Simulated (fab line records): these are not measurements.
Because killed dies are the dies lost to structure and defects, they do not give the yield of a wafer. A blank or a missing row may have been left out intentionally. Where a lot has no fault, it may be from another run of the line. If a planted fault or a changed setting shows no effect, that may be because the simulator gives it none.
Problem report in the 8D (eight disciplines) form, filled by code | flow n5 finfet | the parts of the form that need people (team, actions taken, sign-off) are left out

1. THE PROBLEM
Wafers without a fault read 1500.1 rpm, standard deviation 0.73; spin speed rpm at N5_BEOL_M12_COAT_65 reads a mean of 1458.2 rpm on 6 wafers belonging to 2 lots. Measured from the usual mean, that is -57 standard deviations.
The step: time 60 s, resist thk 300 nm.
Seen first at day 11 18:39 on litho track-04, wafer L333.1. Wafers with a number at this step in the record: 18, from 6 lots. By rule, "out" or "out of limits" means more than 4 standard deviations away from the usual mean. The rest of the wafers with a number are treated as sound.

2. WHAT IT IS, AND WHAT IT ISN'T
question                    | is                     | is not
which readings at this step | spin speed rpm         | -
which lots                  | L333, L334             | L331, L344, L350, L351
which wafers of those lots  | all that have a number | -
read on which tools         | litho track-04         | litho track-03
when                        | from day 11 18:39      | up to then (3 sound wafers); but 9 sound wafers of L344, L350, L351 came after

3. WHAT RULES OUT EACH SUSPECT
Counting: any tool at a process step up to the reading is kept as a suspect provided that every lot that is out went through it and no sound lot did after the first of them.
- litho track-04 at N5_BEOL_M12_COAT_65 (time 60 s, resist thk 300 nm): kept. Every lot that is out went through it, starting with L333 (day 11 18:39), and after that it ran no sound lot; the last sound lot it ran before then is L331 (day 11 01:24). On those wafers its own readings are out: spin speed rpm.
The count leaves litho track-04 at N5_BEOL_M12_COAT_65.

4. THE CAUSE (what the simulator had put in)
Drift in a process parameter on litho track-04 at N5_BEOL_M12_COAT_65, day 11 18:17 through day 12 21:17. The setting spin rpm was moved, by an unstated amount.
Counting left only this tool.

5. SEQUENCE OF EFFECTS, ordered by route
One row per reading whose mean, taken over the struck wafers that have a number, lies over 3 standard deviations from the usual. Only readings whose record carries a usual standard deviation are examined. hours: median over the lots of the time between each lot's start at the first step of this table that gives one and its start at this step. sigmas: the change, counted in usual standard deviations.
hours | step                | reading        | usual      | on struck wafers | change | sigmas
0     | N5_BEOL_M12_COAT_65 | spin speed rpm | 1500.1 rpm | 1458.2           | -41.9  | -57
The process steps in it:
- N5_BEOL_M12_COAT_65: time 60 s, resist thk 300 nm.

6. WHAT WOULD HAVE CAUGHT IT SOONER
In this record the first reading out of limits was taken at day 11 18:39, 0 hours after the fault began at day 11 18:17.
